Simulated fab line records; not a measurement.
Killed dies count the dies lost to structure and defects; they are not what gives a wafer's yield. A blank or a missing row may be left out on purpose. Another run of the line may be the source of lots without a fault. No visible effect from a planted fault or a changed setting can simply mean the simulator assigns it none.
Split-lot study -- flow n5 finfet -- on a route of 1938 steps: 7 lots, 39 wafers read

## THE SPLIT
At N5_DUMMY_GATE_ETCH_37 (etches SOC in N2/H2, target depth 60 nm, overetch 30 nm), the setting source w was moved away from the recipe's 840 W on 12 of the 39 wafers read, by -8.7% to +7.3%. All remaining wafers had this setting at the recipe value.

Reading taken at the split's own step.

## THE READING
rf vpp V, in V, at N5_DUMMY_GATE_ETCH_37 (etches SOC in N2/H2, target depth 60 nm, overetch 30 nm). Fault-free wafers of this fab line usually give 524.4 V, standard deviation 2.3 V.

wafer,"tool, chamber at the split","source w as run, W",against the recipe,"rf vpp V, V",against lot-mates on the recipe
L078.1,"rie diel-01, 3",840,recipe,518.6,-
L078.2,"rie diel-01, 0",901.2,+7.3%,512.4,-11.0
L078.3,"rie diel-01, 1",840,recipe,526.8,-
L078.4,"rie diel-01, 2",840,recipe,524.8,-
L078.5,"rie diel-01, 3",901.2,+7.3%,509.1,-14.3
L078.6,"rie diel-01, 2",901.2,+7.3%,513.8,-9.6
L081.2,"rie diel-06, 3",840,recipe,528.5,-
L081.5,"rie diel-06, 3",840,recipe,527.4,-
L081.6,"rie diel-06, 2",840,recipe,523.6,-
L089.1,"rie diel-06, 3",840,recipe,527.6,-
L089.2,"rie diel-06, 0",840,recipe,520.3,-
L089.3,"rie diel-06, 2",840,recipe,523.5,-
L089.4,"rie diel-06, 1",840,recipe,523.3,-
L089.5,"rie diel-06, 1",840,recipe,523.8,-
L089.6,"rie diel-06, 2",840,recipe,521.9,-
L090.1,"rie diel-01, 2",840,recipe,524.9,-
L090.2,"rie diel-01, 3",766.7,-8.7%,536.8,+13.5
L090.3,"rie diel-01, 1",766.7,-8.7%,543.4,+20.1
L090.4,"rie diel-01, 0",766.7,-8.7%,541.2,+17.9
L090.5,"rie diel-01, 3",840,recipe,520.3,-
L090.6,"rie diel-01, 0",840,recipe,524.7,-
L093.1,"rie diel-06, 1",840,recipe,522.8,-
L093.2,"rie diel-06, 2",840,recipe,523.6,-
L093.3,"rie diel-06, 3",840,recipe,527.4,-
L093.4,"rie diel-06, 1",840,recipe,522.8,-
L093.5,"rie diel-06, 2",840,recipe,521.8,-
L093.6,"rie diel-06, 3",840,recipe,526.8,-
L092.1,"rie diel-03, 1",782.3,-6.9%,538.6,+14.5
L092.2,"rie diel-03, 3",840,recipe,526.4,-
L092.3,"rie diel-03, 0",840,recipe,523.6,-
L092.4,"rie diel-03, 2",840,recipe,522.4,-
L092.5,"rie diel-03, 1",782.3,-6.9%,536.4,+12.3
L092.6,"rie diel-03, 0",782.3,-6.9%,538.9,+14.8
L095.1,"rie diel-03, 0",898.1,+6.9%,513.8,-10.7
L095.2,"rie diel-03, 2",840,recipe,523.6,-
L095.3,"rie diel-03, 1",840,recipe,524.8,-
L095.4,"rie diel-03, 3",898.1,+6.9%,515.2,-9.3
L095.5,"rie diel-03, 0",840,recipe,525.0,-
L095.6,"rie diel-03, 3",898.1,+6.9%,513.6,-10.9

THE FIT
A straight line over all 39 wafers: rf vpp V changes by -1.76 V for each +1% of source w; r = -0.95; the points scatter about the line by 2.4 V.
The same after taking each lot's own level away (the mean of its wafers on the recipe; 39 wafers): -1.78 V for each +1%; r = -0.96; scatter 2.3 V.
On that fit, the largest move of source w shifts the reading by 16 V.
From 523.30 to 526.50 V: that is the span of the lots' own levels, equal to 1.4 times the standard deviation above.
The two slopes agree, so the slope changes little with the lot-to-lot level.
Check: with one of the wafers moved furthest among these (-8.7%) left out of the fit, the line predicts +16.5 V for it against its lot-mates. It came out at +13.5 V against them.
Tool readings at the split's step, against how far the setting was moved: rf vpp V r = -0.95.

## THE OTHER SPLITS THESE WAFERS WENT THROUGH
Other splits were also applied to these wafers ahead of the reading. Each is held against what the fit with the lots' levels taken away leaves over:
other split on the same wafers,wafers away from the commonest value,r with rf vpp V (lot level and that fit taken away)
N5_WELL_APT_IMPLANT_31 energy kev,18,+0.04

## FILE'S OWN FIT
rf vpp V changes by -1.79 V for each +1% of source w, r = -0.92.
